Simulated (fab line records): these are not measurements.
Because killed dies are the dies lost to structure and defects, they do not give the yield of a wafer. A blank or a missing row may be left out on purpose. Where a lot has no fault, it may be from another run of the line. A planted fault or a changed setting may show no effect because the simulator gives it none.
Matching of chambers -- flow n5 finfet -- N5_SDB_ETCH_17 on rie diel-05: 4 sister chambers
The step etches SiARC in CF4, target depth 23.4 nm, time 39 s. 8 wafers are shown with their chamber, then 7 later ones without.

== WAFERS WITH THEIR CHAMBER ==
wafer,chamber,drypump motor current A (A),throttle valve pct (%)
L077.2,0,6.4,16.07
L082.5,1,5.1,15.43
L082.6,2,5.8,15.13
L083.1,1,5.2,15.41
L083.4,0,6.4,16.08
L083.5,3,5.3,15.38
L089.3,3,5.3,15.41
L089.5,2,5.9,15.16

== WAFERS MISSING THEIR CHAMBER ==
wafer,drypump motor current A (A),throttle valve pct (%)
L089.6,5.3,15.40
L096.3,5.8,15.19
L096.4,6.4,16.17
L096.5,5.1,15.48
L097.3,5.8,15.21
L097.4,5.9,15.20
L097.6,5.2,15.49

== WHICH CHAMBER EACH ONE RAN IN ==
wafer,from the rows above,in truth
L089.6,3,3
L096.3,2,2
L096.4,0,0
L096.5,1,1
L097.3,2,2
L097.4,2,2
L097.6,can't be placed: 1 or 3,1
Correct placement for 6 of the 7. Can't be placed from these rows: 1 (the true chamber is among the candidates in 1). Wrongly placed: 0.
How it was worked out, from the rows above alone: a wafer's distance from a chamber is the root of the sum, over the readings, of the square of ((its reading less the chamber's mean) divided by the reading's scatter). The wafer belongs to the nearest chamber; if the next one is less than 2 further off, it can't be placed. A chamber's mean is the mean of its shown wafers. The scatter is the square root of a quotient: the sum, over the shown wafers, of each reading's squared deviation from its chamber's mean, divided by wafers minus chambers.
